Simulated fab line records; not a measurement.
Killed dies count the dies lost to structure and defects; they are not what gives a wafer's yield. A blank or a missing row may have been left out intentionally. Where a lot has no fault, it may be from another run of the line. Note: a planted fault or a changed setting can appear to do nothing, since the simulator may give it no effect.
fab line records -- flow n5-finfet
record lots=6, wafers=18, last-day=17
route steps=1938 shown WELL_APT@46 PMOS_HMC_CHANNEL_EPI@57 BEOL_M4@1111 PASSIVATION@1936
lots that met no fault: from a run of the same line without faults
start-h: hours from the record's opening day to when the first of the lot's shown wafers began -- wait-h: time in hours since the lot's previous step -- " the same as in the row above -- L1.1+2: a single row standing in for several wafers -- - either no value or no given start -- * or withheld: withheld -- < > ~ a bound
route shown NAME@n: NAME is a module with steps in the file, n the number in the route of the first one -- usual: mean/standard deviation taken from wafers without a fault -- same: alike in all rows -- chamber/n: place in a boat -- sites: the reading at each site -- _std_site: standard deviation across them -- _edge_site: outer sites' mean less inner sites' -- radius-mm: for every site, how far away it sits from the centre of the wafer -- mask NAME#n: copy n -- behind: the tool/chamber that last shaped the wafer -- hold: reason for holding the lot/hours on hold/outcome of the hold -- device: which transistor (n, p or np) failed to switch -- end of line: at the end of the route, the tests of the same wafers -- a step with no rows: only its recipe -- killed: at the first sort, the dies lost to defects and structure; wafer yield is something else -- map: dies across one wafer; x = killed, . = not, _ = none there
set.NAME: the setting as run; set.NAME@STEP: as run at that earlier step -- model.NAME: the simulator's own value behind a step, which no gauge read
certain route steps with their lots: each step a table, each wafer a row
services: the hour from which a tool's chamber was out of use, counted from the record's first day as start-h (under 0 if before that day), plus the number of hours and why
## steps
# step N5_WELL_APT_DESCUM_30
# recipe chemistry=O2, time-s=7.9, source-power-w=50, bias-power-w=20, pressure-mtorr=20, rf-frequency-hz=2.712e+07, temp-c=40, o2-flow-sccm=225
# usual drypump-motor-current-A=5.7/0.57, oes-product-au=0.79/0.087, rf-fwd-power-W=49.72/0.17, rf-vpp-V=242.8/1.6, showerhead-plenum-p-Torr=2.08/0.086, throttle-valve-pct=20.48/0.24
# same time-s=7.9
lot.wafer,tool,chamber,start-h,wait-h,drypump-motor-current-A,oes-product-au,rf-fwd-power-W,rf-hours-counter-h,rf-vpp-V,showerhead-plenum-p-Torr,throttle-valve-pct
L835.2,rie-diel-03,3,16.15,0.0,5.5,0.77,49.82,100,241.9,1.95,20.46
L835.4,rie-diel-03,1,16.15,0.0,6.3,0.72,49.72,163,244.0,2.17,20.78
L835.5,rie-diel-03,1,16.15,0.0,6.4,0.72,49.92,-,244.6,2.17,20.78
L840.1,rie-diel-04,0,45.28,0.0,6.5,0.87,49.63,30,246.0,2.22,20.13
L840.2,rie-diel-04,2,45.28,0.0,5.8,0.71,49.88,195,242.7,2.09,20.30
L840.4,rie-diel-04,2,45.28,0.0,5.7,0.71,49.81,-,242.1,2.09,20.30
L841.1,rie-diel-03,0,51.42,0.0,5.3,0.90,49.61,40,242.0,2.06,20.51
L841.5,rie-diel-03,1,51.42,0.0,6.4,0.71,50.07,-,244.8,2.17,20.80
L841.6,rie-diel-03,2,51.42,0.0,4.8,0.69,49.89,-,242.6,2.08,20.59
L842.1,rie-diel-04,2,56.85,0.0,5.8,0.71,50.12,199,244.3,2.09,20.31
L842.2,rie-diel-04,0,56.85,0.0,6.5,0.86,49.73,34,244.1,2.21,20.14
L842.6,rie-diel-04,3,56.85,0.0,5.9,0.71,49.64,-,242.3,1.98,20.87
L854.1,rie-diel-05,3,129.64,0.6,4.7,0.85,49.91,56,241.6,2.06,20.56
L854.2,rie-diel-05,1,129.64,0.6,5.9,0.86,49.63,66,243.4,2.02,20.45
L854.6,rie-diel-05,3,129.64,0.6,4.7,0.83,50.06,-,241.9,2.06,20.59
L857.2,rie-diel-05,0,146.97,0.0,5.2,0.78,49.59,126,241.5,2.01,20.21
L857.3,rie-diel-05,2,146.97,0.0,6.0,0.81,49.95,90,244.3,2.11,20.63
L857.6,rie-diel-05,3,146.97,0.0,4.7,0.84,49.52,-,240.9,2.06,20.60
# step N5_WELL_APT_IMPLANT_31
# recipe species=B, energy-kev=60, dose-cm2=1.5e+13, tilt-deg=0, rotation-deg=0
# step N5_WELL_APT_IMPLANT_32
# recipe species=BF2, energy-kev=50, dose-cm2=2e+13, tilt-deg=0, rotation-deg=0
# step N5_WELL_APT_STRIP_33
# recipe chemistry=SPM, time-s=900, temp-c=130, h2so4-h2o2-vol-ratio=4, dry=ipa-marangoni
# step N5_WELL_APT_RTA_34
# recipe temp-c=1000, time-s=10, ambient=N2, idle-temp-c=600, ramp-up-c-per-s=150, ramp-down-c-per-s=60, cool-to-c=600
# usual lamp-power-pct=13.00/0.058, wafer_temp_C_max=1003.5/1.1
# same time-s=10
lot.wafer,tool,chamber,start-h,wait-h,lamp-power-pct,wafer_temp_C_max
L835.2,rtp-anneal-02,0,16.93,0.0,12.98,1002.8
L835.4,rtp-anneal-02,0,16.93,0.0,13.04,1002.8
L835.5,rtp-anneal-02,0,16.93,0.0,12.97,1003.6
L840.1,rtp-anneal-01,0,46.78,0.5,13.02,1006.8
L840.2,rtp-anneal-01,0,46.78,0.5,12.89,1005.0
L840.4,rtp-anneal-01,0,46.78,0.5,13.01,1002.3
L841.1,rtp-anneal-01,0,53.05,0.6,13.08,1003.2
L841.5,rtp-anneal-01,0,53.05,0.6,13.09,1003.6
L841.6,rtp-anneal-01,0,53.05,0.6,12.94,1004.0
L842.1,rtp-anneal-01,0,57.79,0.2,12.96,1004.6
L842.2,rtp-anneal-01,0,57.79,0.2,13.01,1003.8
L842.6,rtp-anneal-01,0,57.79,0.2,12.97,1002.7
L854.1,rtp-anneal-02,0,134.12,0.1,12.97,1004.5
L854.2,rtp-anneal-02,0,134.12,0.1,13.09,1004.9
L854.6,rtp-anneal-02,0,134.12,0.1,13.00,1002.3
L857.2,rtp-anneal-01,0,147.76,0.0,13.10,1003.5
L857.3,rtp-anneal-01,0,147.76,0.0,12.94,1002.1
L857.6,rtp-anneal-01,0,147.76,0.0,13.03,1004.1
# step N5_WELL_APT_OXIDE_STRIP_42
# recipe chemistry=dHF, dilution=25:1, time-s=45, temp-c=25, target=SiO2, target-depth-a=120
# step N5_WELL_APT_PRECLEAN_36
# recipe chemistry=O3/DIW, time-s=45, temp-c=22, o3-ppm=10
# step N5_WELL_APT_PRECLEAN_39
# recipe chemistry=dHF, time-s=60, dilution=150:1, temp-c=25
# step N5_WELL_APT_SRD_37
# recipe dry=ipa-marangoni, do-ppb=5, time-s=30, temp-c=23, rinse-liquid=diw
# step N5_WELL_APT_EPI_41
# recipe material=Si, target-thk-a=500, temp-c=650, precursor=SiH4/H2, pressure-torr=20, time-s=297.7
# usual throttle-valve-pct=11.3/0.41
# same time-s=297.7
lot.wafer,tool,chamber,start-h,wait-h,throttle-valve-pct
L835.2,epi-rpcvd-02,0,17.25,0.1,10.8
L835.4,epi-rpcvd-02,0,17.25,0.1,10.9
L835.5,epi-rpcvd-02,0,17.25,0.1,10.7
L840.1,epi-rpcvd-03,0,47.08,0.0,11.6
L840.2,epi-rpcvd-03,0,47.08,0.0,11.9
L840.4,epi-rpcvd-03,0,47.08,0.0,11.9
L841.1,epi-rpcvd-04,0,53.29,0.0,11.1
L841.5,epi-rpcvd-04,0,53.29,0.0,10.9
L841.6,epi-rpcvd-04,0,53.29,0.0,10.8
L842.1,epi-rpcvd-04,0,58.03,0.0,11.1
L842.2,epi-rpcvd-04,0,58.03,0.0,10.9
L842.6,epi-rpcvd-04,0,58.03,0.0,11.0
L854.1,epi-rpcvd-03,0,134.36,0.0,11.9
L854.2,epi-rpcvd-03,0,134.36,0.0,11.7
L854.6,epi-rpcvd-03,0,134.36,0.0,11.7
L857.2,epi-rpcvd-04,0,148.15,0.2,11.3
L857.3,epi-rpcvd-04,0,148.15,0.2,11.0
L857.6,epi-rpcvd-04,0,148.15,0.2,11.1
# step N5_WELL_APT_INSPECT_38
# recipe inspect-instrument=darkfield, mode=post-epi
# usual raw-defect-count=14/5
lot.wafer,tool,chamber,start-h,wait-h,raw-defect-count
L835.2,defect-inspect-02,-,17.78,0.4,14
L835.4,defect-inspect-02,-,17.78,0.4,8
L835.5,defect-inspect-02,-,17.78,0.4,7
L840.1,defect-inspect-02,-,47.71,0.5,17
L840.2,defect-inspect-02,-,47.71,0.5,12
L840.4,defect-inspect-02,-,47.71,0.5,22
L841.1,defect-inspect-01,-,53.92,0.5,16
L841.5,defect-inspect-01,-,53.92,0.5,23
L841.6,defect-inspect-01,-,53.92,0.5,17
L842.1,defect-inspect-01,-,58.86,0.7,20
L842.2,defect-inspect-01,-,58.86,0.7,6
L842.6,defect-inspect-01,-,58.86,0.7,22
L854.1,defect-inspect-02,-,135.20,0.7,9
L854.2,defect-inspect-02,-,135.20,0.7,18
L854.6,defect-inspect-02,-,135.20,0.7,13
L857.2,defect-inspect-02,-,149.08,0.7,27
L857.3,defect-inspect-02,-,149.08,0.7,11
L857.6,defect-inspect-02,-,149.08,0.7,23
# step N5_PMOS_HMC_CHANNEL_EPI_HM_DEP_34
# recipe material=SiO2, target-thk-a=360, temp-c=400, precursor=TEOS/O2, pressure-torr=6.5, rf-w=900, teos-flow-sccm=161.4, gas=O2, flow-sccm=2650, time-s=6.9
# usual heater-power-w=538/74, rf-fwd-power-W=886/5.2, showerhead-plenum-p-Torr=8.35/0.032, throttle-valve-pct=18.8/1.4
# same time-s=6.9
lot.wafer,tool,chamber,start-h,wait-h,heater-power-w,rf-fwd-power-W,showerhead-plenum-p-Torr,throttle-valve-pct
L835.2,pecvd-03,2,17.82,0.0,487,878,8.38,16.7
L835.4,pecvd-03,0,17.82,0.0,665,885,8.34,19.3
L835.5,pecvd-03,1,17.82,0.0,462,879,8.34,20.2
L840.1,pecvd-03,1,47.75,0.0,496,882,8.35,19.9
L840.2,pecvd-03,2,47.75,0.0,611,878,8.38,16.4
L840.4,pecvd-03,1,47.75,0.0,480,881,8.33,20.2
L841.1,pecvd-03,0,53.96,0.0,610,887,8.35,19.7
L841.5,pecvd-03,0,53.96,0.0,616,886,8.36,19.8
L841.6,pecvd-03,2,53.96,0.0,576,879,8.36,16.6
L842.1,pecvd-03,2,58.90,0.0,559,884,8.38,16.9
L842.2,pecvd-03,1,58.90,0.0,488,880,8.36,20.1
L842.6,pecvd-03,2,58.90,0.0,570,879,8.36,16.4
L854.1,pecvd-03,1,135.24,0.0,457,881,8.33,20.0
L854.2,pecvd-03,0,135.24,0.0,577,887,8.34,19.5
L854.6,pecvd-03,2,135.24,0.0,576,879,8.36,16.6
L857.2,pecvd-03,0,149.11,0.0,645,886,8.35,19.9
L857.3,pecvd-03,1,149.11,0.0,386,880,8.35,20.0
L857.6,pecvd-03,1,149.11,0.0,388,884,8.34,20.1
# step N5_PMOS_HMC_CHANNEL_EPI_COAT_31
# recipe resist=BARC, temp-c=205, time-s=60, spin-rpm=1500, resist-thk-nm=66
# usual dispense-pressure-kPa=46/5.8, spin-speed-rpm=1500.1/0.72
# same time-s=60
lot.wafer,tool,chamber,start-h,wait-h,dispense-pressure-kPa,spin-speed-rpm,model.BARC_of_PMOS_HMC_CHANNEL_EPI_COAT_31.thk-nm
L835.2,litho-track-01,0,17.88,0.0,40,1499.9,65.77
L835.4,litho-track-01,0,17.88,0.0,40,1501.3,65.96
L835.5,litho-track-01,0,17.88,0.0,40,1499.9,65.84
L840.1,litho-track-01,0,47.81,0.0,40,1596.9,63.84
L840.2,litho-track-01,0,47.81,0.0,40,1597.4,63.99
L840.4,litho-track-01,0,47.81,0.0,40,1596.3,63.91
L841.1,litho-track-03,0,54.02,0.0,53,1500.0,66.04
L841.5,litho-track-03,0,54.02,0.0,53,1500.3,65.92
L841.6,litho-track-03,0,54.02,0.0,53,1499.4,65.84
L842.1,litho-track-01,0,58.96,0.0,40,1596.5,64.3
L842.2,litho-track-01,0,58.96,0.0,40,1596.0,64.33
L842.6,litho-track-01,0,58.96,0.0,40,1597.3,64.33
L854.1,litho-track-03,0,135.29,0.0,53,1500.2,66.29
L854.2,litho-track-03,0,135.29,0.0,53,1499.6,66.24
L854.6,litho-track-03,0,135.29,0.0,53,1500.5,66.32
L857.2,litho-track-04,0,149.18,0.1,51,1497.9,66.21
L857.3,litho-track-04,0,149.18,0.1,51,1499.6,66.34
L857.6,litho-track-04,0,149.18,0.1,51,1502.2,66.12
# step N5_PMOS_HMC_CHANNEL_EPI_COAT_03
# recipe resist=CAR-ArF-block, spin-rpm=1500, resist-thk-nm=205
# step N5_PMOS_HMC_CHANNEL_EPI_EBR_05
# recipe solvent=PGMEA, ebr-width-mm=1.5
# step N5_PMOS_HMC_CHANNEL_EPI_SOFTBAKE_04
# recipe temp-c=110, time-s=60, resist=CAR-ArF-block
# step N5_PMOS_HMC_CHANNEL_EPI_EXPOSE_06
# recipe mask-id=PMOS_HMC_BLK, na=1.35, source-shape=conventional, sigma-outer=0.8, polarization=unpolarized, target-cd-nm=240, dose-mj=41
# step N5_PMOS_HMC_CHANNEL_EPI_PEB_07
# recipe peb-temp-c=110, peb-time-s=60, resist=CAR-ArF-block
# step N5_PMOS_HMC_CHANNEL_EPI_DEVELOP_08
# recipe develop-time-s=30, developer=TMAH, resist=CAR-ArF-block, dev-temp-c=23, rinse-liquid=diw, dry=air-spin
# step N5_PMOS_HMC_CHANNEL_EPI_CD_MEAS_09
# recipe target-cd-nm=237.4, landing-energy-ev=500, detector=se-inlens
# usual cd-nm=237.0/0.98
lot.wafer,tool,chamber,start-h,wait-h,cd-nm
L835.2,cd-sem-03,0,18.23,-,236.0
L835.4,cd-sem-03,0,18.23,-,236.4
L835.5,cd-sem-03,0,18.23,-,235.5
L840.1,cd-sem-02,0,48.03,-,237.1
L840.2,cd-sem-02,0,48.03,-,235.7
L840.4,cd-sem-02,0,48.03,-,236.7
L841.1,cd-sem-03,0,54.36,-,237.8
L841.5,cd-sem-03,0,54.36,-,236.4
L841.6,cd-sem-03,0,54.36,-,236.9
L842.1,cd-sem-02,0,59.30,-,238.2
L842.2,cd-sem-02,0,59.30,-,238.5
L842.6,cd-sem-02,0,59.30,-,239.1
L854.1,cd-sem-01,0,135.64,-,235.7
L854.2,cd-sem-01,0,135.64,-,236.8
L854.6,cd-sem-01,0,135.64,-,235.6
L857.2,cd-sem-01,0,149.41,-,236.7
L857.3,cd-sem-01,0,149.41,-,236.9
L857.6,cd-sem-01,0,149.41,-,237.2
# step N5_PMOS_HMC_CHANNEL_EPI_OVL_MEAS_10
# recipe points-per-wafer=44
# usual PMOS_HMC_BLK_OVL=0.3/0.83
lot.wafer,tool,chamber,start-h,wait-h,PMOS_HMC_BLK_OVL[nm]
L835.2,overlay-01,0,18.26,0.0,1.1
L835.4,overlay-01,0,18.26,0.0,0.8
L835.5,overlay-01,0,18.26,0.0,0.2
L840.1,overlay-02,0,48.06,0.0,0.7
L840.2,overlay-02,0,48.06,0.0,1.6
L840.4,overlay-02,0,48.06,0.0,0.5
L841.1,overlay-02,0,54.39,0.0,-0.3
L841.5,overlay-02,0,54.39,0.0,-0.9
L841.6,overlay-02,0,54.39,0.0,-0.6
L842.1,overlay-02,0,59.33,0.0,1.4
L842.2,overlay-02,0,59.33,0.0,1.5
L842.6,overlay-02,0,59.33,0.0,2.2
L854.1,overlay-01,0,135.67,0.0,1.2
L854.2,overlay-01,0,135.67,0.0,-0.1
L854.6,overlay-01,0,135.67,0.0,1.0
L857.2,overlay-01,0,149.44,0.0,0.1
L857.3,overlay-01,0,149.44,0.0,-0.6
L857.6,overlay-01,0,149.44,0.0,0.3
# step N5_PMOS_HMC_CHANNEL_EPI_INSPECT_11
# recipe mode=adi, inspect-instrument=macro
# usual raw-defect-count=2.1/1.3
lot.wafer,tool,chamber,start-h,wait-h,raw-defect-count
L835.2,defect-inspect-01,-,18.28,0.0,3
L835.4,defect-inspect-01,-,18.28,0.0,2
L835.5,defect-inspect-01,-,18.28,0.0,1
L840.1,defect-inspect-01,-,48.08,0.0,4
L840.2,defect-inspect-01,-,48.08,0.0,1
L840.4,defect-inspect-01,-,48.08,0.0,1
L841.1,defect-inspect-02,-,54.42,0.0,1
L841.5,defect-inspect-02,-,54.42,0.0,2
L841.6,defect-inspect-02,-,54.42,0.0,3
L842.1,defect-inspect-02,-,59.36,0.0,1
L842.2,defect-inspect-02,-,59.36,0.0,0
L842.6,defect-inspect-02,-,59.36,0.0,3
L854.1,defect-inspect-01,-,135.69,0.0,3
L854.2,defect-inspect-01,-,135.69,0.0,1
L854.6,defect-inspect-01,-,135.69,0.0,2
L857.2,defect-inspect-02,-,149.46,0.0,4
L857.3,defect-inspect-02,-,149.46,0.0,2
L857.6,defect-inspect-02,-,149.46,0.0,5
# step N5_PMOS_HMC_CHANNEL_EPI_DESCUM_14
# recipe chemistry=O2, time-s=7.9, source-power-w=50, bias-power-w=20, pressure-mtorr=20, rf-frequency-hz=2.712e+07, temp-c=40, resist=CAR-ArF-block, o2-flow-sccm=225
# step N5_PMOS_HMC_CHANNEL_EPI_ETCH_32
# recipe chemistry=N2/H2, target=BARC, stop-on=SiO2, target-depth-a=858, over-etch-frac=0.3, time-s=50.3, ion-energy-ev=200, mask-material=CAR-ArF-block, pressure-mtorr=30, source-w=840, bias-w=150, n2-flow-sccm=200, h2-flow-sccm=200
# usual drypump-motor-current-A=5.8/0.4, oes-product-au=0.66/0.048, rf-fwd-power-W=831/3.5, rf-vpp-V=523.5/2, showerhead-plenum-p-Torr=2.53/0.068, throttle-valve-pct=17.88/0.28
# same time-s=50.3
lot.wafer,tool,chamber,start-h,wait-h,drypump-motor-current-A,oes-product-au,rf-fwd-power-W,rf-hours-counter-h,rf-vpp-V,showerhead-plenum-p-Torr,throttle-valve-pct,model.etch.depth-nm
L835.2,rie-diel-06,1,18.95,0.0,5.5,0.66,832,115,524.4,2.57,17.40,65.77
L835.4,rie-diel-06,3,18.95,0.0,5.2,0.66,833,155,526.1,2.65,18.08,65.96
L835.5,rie-diel-06,0,18.95,0.0,5.6,0.61,830,-,524.3,2.50,18.09,65.84
L840.1,rie-diel-02,1,48.15,0.0,5.8,0.60,828,209,522.9,2.52,18.45,63.84
L840.2,rie-diel-02,3,48.15,0.0,6.3,0.75,835,27,525.0,2.59,17.88,63.99
L840.4,rie-diel-02,2,48.15,0.0,6.0,0.65,838,120,527.8,2.66,18.00,63.91
L841.1,rie-diel-01,2,54.57,0.0,5.8,0.69,831,116,523.8,2.57,18.08,66.04
L841.5,rie-diel-01,2,54.57,0.0,5.9,0.69,832,-,523.8,2.57,18.05,65.92
L841.6,rie-diel-01,1,54.57,0.0,5.5,0.68,831,-,522.4,2.44,17.50,65.84
L842.1,rie-diel-02,1,59.46,0.0,5.8,0.60,831,214,521.6,2.52,18.48,64.3
L842.2,rie-diel-02,0,59.46,0.0,5.0,0.80,834,4,523.8,2.49,17.68,64.33
L842.6,rie-diel-02,1,59.46,0.0,5.8,0.60,832,-,523.7,2.52,18.47,64.33
L854.1,rie-diel-06,2,135.76,0.0,6.2,0.62,836,177,524.7,2.52,18.13,66.29
L854.2,rie-diel-06,1,135.76,0.0,5.5,0.64,831,150,523.4,2.55,17.46,66.24
L854.6,rie-diel-06,2,135.76,0.0,6.2,0.62,840,-,523.7,2.52,18.14,66.32
L857.2,rie-diel-02,0,149.82,0.0,5.0,0.76,825,35,520.6,2.48,17.73,66.21
L857.3,rie-diel-02,3,149.82,0.0,6.3,0.72,837,62,524.0,2.58,17.96,66.34
L857.6,rie-diel-02,2,149.82,0.0,6.0,0.63,837,-,526.7,2.64,18.06,66.12
# step N5_PMOS_HMC_CHANNEL_EPI_HM_OPEN_15
# recipe chemistry=CHF3/O2, target=SiO2, mask-material=CAR-ArF-block, target-depth-a=406, CHF3_flow_sccm=50, O2_flow_sccm=5, Ar_flow_sccm=200, time-s=20.3, pressure-mtorr=30, source-w=650, bias-w=170, ion-energy-ev=200
# usual drypump-motor-current-A=5.8/0.4, mfc-ar-sccm=200.0/0.63, oes-product-au=0.77/0.061, rf-fwd-power-W=645.1/2.6, rf-vpp-V=526/9, showerhead-plenum-p-Torr=2.40/0.054, throttle-valve-pct=18.94/0.3
# same time-s=20.3
lot.wafer,tool,chamber,start-h,wait-h,drypump-motor-current-A,mfc-ar-sccm,oes-product-au,rf-fwd-power-W,rf-hours-counter-h,rf-vpp-V,showerhead-plenum-p-Torr,throttle-valve-pct
L835.2,rie-diel-06,1,18.99,0.0,5.5,200.1,0.78,645.1,115,534,2.40,18.32
L835.4,rie-diel-06,3,18.99,0.0,5.2,199.9,0.76,647.9,155,517,2.52,19.10
L835.5,rie-diel-06,0,18.99,0.0,5.6,200.0,0.71,647.9,-,519,2.41,19.39
L840.1,rie-diel-02,1,48.20,0.0,5.8,200.5,0.71,646.2,209,526,2.38,19.37
L840.2,rie-diel-02,3,48.20,0.0,6.3,199.5,0.92,649.9,27,536,2.45,18.81
L840.4,rie-diel-02,2,48.20,0.0,6.0,199.6,0.75,646.7,120,525,2.50,19.01
L841.1,rie-diel-01,2,54.61,0.0,5.9,200.8,0.83,645.8,116,525,2.42,18.90
L841.5,rie-diel-01,2,54.61,0.0,5.9,200.8,0.83,647.7,-,526,2.42,18.87
L841.6,rie-diel-01,1,54.61,0.0,5.4,198.5,0.79,643.2,-,509,2.34,18.73
L842.1,rie-diel-02,1,59.50,0.0,5.8,199.9,0.71,645.8,214,526,2.38,19.36
L842.2,rie-diel-02,0,59.50,0.0,5.0,200.1,0.95,649.1,4,527,2.36,18.71
L842.6,rie-diel-02,1,59.50,0.0,5.8,200.3,0.71,644.9,-,526,2.38,19.36
L854.1,rie-diel-06,2,135.80,0.0,6.2,199.3,0.74,644.5,177,521,2.41,19.31
L854.2,rie-diel-06,1,135.80,0.0,5.5,200.3,0.75,643.6,150,535,2.39,18.36
L854.6,rie-diel-06,2,135.80,0.0,6.2,201.0,0.73,642.0,-,524,2.41,19.31
L857.2,rie-diel-02,0,149.86,0.0,5.0,200.8,0.89,648.4,35,530,2.35,18.78
L857.3,rie-diel-02,3,149.86,0.0,6.3,199.8,0.86,647.6,62,534,2.44,18.89
L857.6,rie-diel-02,2,149.86,0.0,6.0,199.2,0.73,649.1,-,525,2.49,19.09
# step N5_BEOL_M4_RC_MEAS_101
# usual DIBL_N=35.3/1.5, DIBL_P=35.3/1.9, IOFF_N=0.145/0.027, IOFF_P=0.20/0.033, ION_N=670/12, ION_P=462/6.8, SS_N=71.3/0.6, SS_P=73.1/0.7, VT_N=251/3.4, VT_P=-251/3.2
lot.wafer,tool,chamber,start-h,wait-h,DIBL_N[mV/V],DIBL_P[mV/V],IOFF_N[nA/um],IOFF_P[nA/um],ION_N[uA/um],ION_P[uA/um],SS_N[mV/dec],SS_P[mV/dec],VT_N[mV],VT_P[mV]
L835.2,prober-02,0,182.86,0.2,36.5,37.2,0.178,0.23,683,470,72.0,73.3,246,-248
L835.4,prober-02,0,182.86,0.2,36.0,36.1,0.167,0.21,687,468,70.9,72.7,246,-249
L835.5,prober-02,0,182.86,0.2,33.9,32.9,0.127,0.16,666,459,70.8,72.3,250,-252
L840.1,prober-01,0,203.77,0.0,35.7,35.9,0.147,0.23,679,471,71.2,72.5,249,-246
L840.2,prober-01,0,203.77,0.0,36.6,37.0,0.159,0.26,674,471,71.5,73.6,248,-245
L840.4,prober-01,0,203.77,0.0,34.1,33.5,0.116,0.19,650,460,70.9,72.8,255,-246
L842.1,prober-01,0,222.46,0.0,35.1,34.5,0.142,0.20,681,468,71.4,72.4,251,-250
L842.2,prober-01,0,222.46,0.0,34.1,32.9,0.127,0.17,672,463,71.1,72.5,249,-248
L842.6,prober-01,0,222.46,0.0,32.3,31.5,0.108,0.16,673,460,70.6,72.2,251,-251
L841.1,prober-02,0,231.85,0.0,37.9,39.4,0.212,0.32,700,490,72.3,74.0,246,-241
L841.5,prober-02,0,231.85,0.0,37.0,38.4,0.186,0.29,676,479,72.3,73.7,248,-243
L841.6,prober-02,0,231.85,0.0,37.1,38.6,0.184,0.29,677,472,72.3,74.4,249,-243
L854.1,prober-01,0,302.18,0.0,34.1,35.4,0.140,0.17,679,460,71.2,72.2,250,-255
L854.2,prober-01,0,302.18,0.0,33.9,34.3,0.126,0.16,658,452,70.9,72.6,254,-256
L854.6,prober-01,0,302.18,0.0,32.7,33.8,0.119,0.15,669,455,69.8,72.1,253,-260
L857.2,prober-02,0,307.40,0.2,37.0,36.3,0.146,0.22,663,460,71.1,73.0,252,-250
L857.3,prober-02,0,307.40,0.2,37.2,35.3,0.148,0.19,651,447,72.2,73.0,252,-253
L857.6,prober-02,0,307.40,0.2,35.5,34.1,0.121,0.17,664,454,70.7,72.6,254,-250
# step N5_PASSIVATION_PROBE_49
# usual defect-limited-yield=91.2/1.5, killed_at_M0_to_M3=34/11, killed_at_M4_up=14/5.4, killed-at-contacts=12/5.9, killed-at-front-end=40/12, killed-at-other=4/3.3, killed-dies=103/18, killed-open=68/13, killed-short=34/7.5, sort_bin_5_function=5.1/1, sort_bin_6_memory=3.3/0.7, sort-n-pass=1076/18, sort-yield-pct=91.2/1.5
# same gross-dies=1180, killed-at-back-side=0, sort_bin_4_leakage[%]=0, sort_bin_8_speed[%]=0
lot.wafer,tool,chamber,start-h,wait-h,defect-limited-yield[%],killed_at_M0_to_M3,killed_at_M4_up,killed-at-contacts,killed-at-front-end,killed-at-other,killed-dies,killed-open,killed-short,sort_bin_5_function[%],sort_bin_6_memory[%],sort-n-pass,sort-yield-pct[%]
L841.6,prober-02,-,343.50,1.1,89.8,51,17,11,40,1,120,81,36,6.2,3.7,1060,89.8
# killed by level:class
L841.6 STI_FIN_REVEAL:geometric-particle:open=18 BEOL_M0_SAQP:geometric-particle:short=13 BEOL_M3:geometric-particle:open=10 BEOL_M0_SAQP:geometric-particle:open=9 MOL_CONTACT_COAG:geometric-particle:open=8 BEOL_M1:geometric-particle:open=6 BEOL_M4:geometric-particle:open=6 GATE_CUT:geometric-particle:open=5
## services
tool,chamber,start-h,hours,kind
rie-diel-03,1,-5.67,4.1,repair
rie-diel-02,-,2.43,14.6,pm
rie-diel-01,0,5.08,5.4,repair
rie-diel-02,2,17.43,5.8,repair
rie-diel-02,0,23.23,-,clean
rie-diel-02,0,23.23,-,consumable-replace:focus-ring
rie-diel-02,0,23.23,21.0,scheduled-down
rie-diel-02,0,23.23,21.0,vent-cycle
rie-diel-04,1,31.34,-,clean
rie-diel-04,1,31.34,-,consumable-replace:focus-ring
epi-rpcvd-03,-,44.67,1.1,repair
epi-rpcvd-04,-,47.37,2.8,pm
rie-diel-04,2,57.25,4.9,repair
rie-diel-04,3,65.65,3.0,repair
litho-track-01,-,74.00,-,consumable-replace:filter
rie-diel-01,2,92.69,10.4,repair
rie-diel-05,-,93.41,0.3,repair
pecvd-03,-,94.80,1.2,repair
rie-diel-02,-,97.54,0.5,repair
rie-diel-05,3,105.12,2.2,repair
rie-diel-02,-,113.36,0.2,repair
rie-diel-01,0,117.13,8.1,repair
rie-diel-02,1,122.10,29.3,repair
rie-diel-06,3,134.11,4.1,repair
## key
first-sign step=N5_PMOS_HMC_CHANNEL_EPI_COAT_31, reading=spin-speed-rpm, direction=up, sigmas=99+, usual=*, struck=*
effect none on later readings
model-effect step=N5_PMOS_HMC_CHANNEL_EPI_COAT_31, value=BARC_of_PMOS_HMC_CHANNEL_EPI_COAT_31.thk-nm, without=66.15, struck=64.12
model-effect step=N5_PMOS_HMC_CHANNEL_EPI_ETCH_32, value=etch.depth-nm, without=66.15, struck=64.12
met-at N5_PMOS_HMC_CHANNEL_EPI_COAT_31
struck-wafers L840.1,L840.2,L840.4,L842.1,L842.2,L842.6
onset-between 17.88 47.81
fault kind=process-parameter-drift, tool=litho-track-01, chamber=-, onset-h=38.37, steps=N5_PMOS_HMC_CHANNEL_EPI_COAT_31, channel=spin-rpm, offset=*, shape=step, end-h=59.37, acts-in=*, stated=*
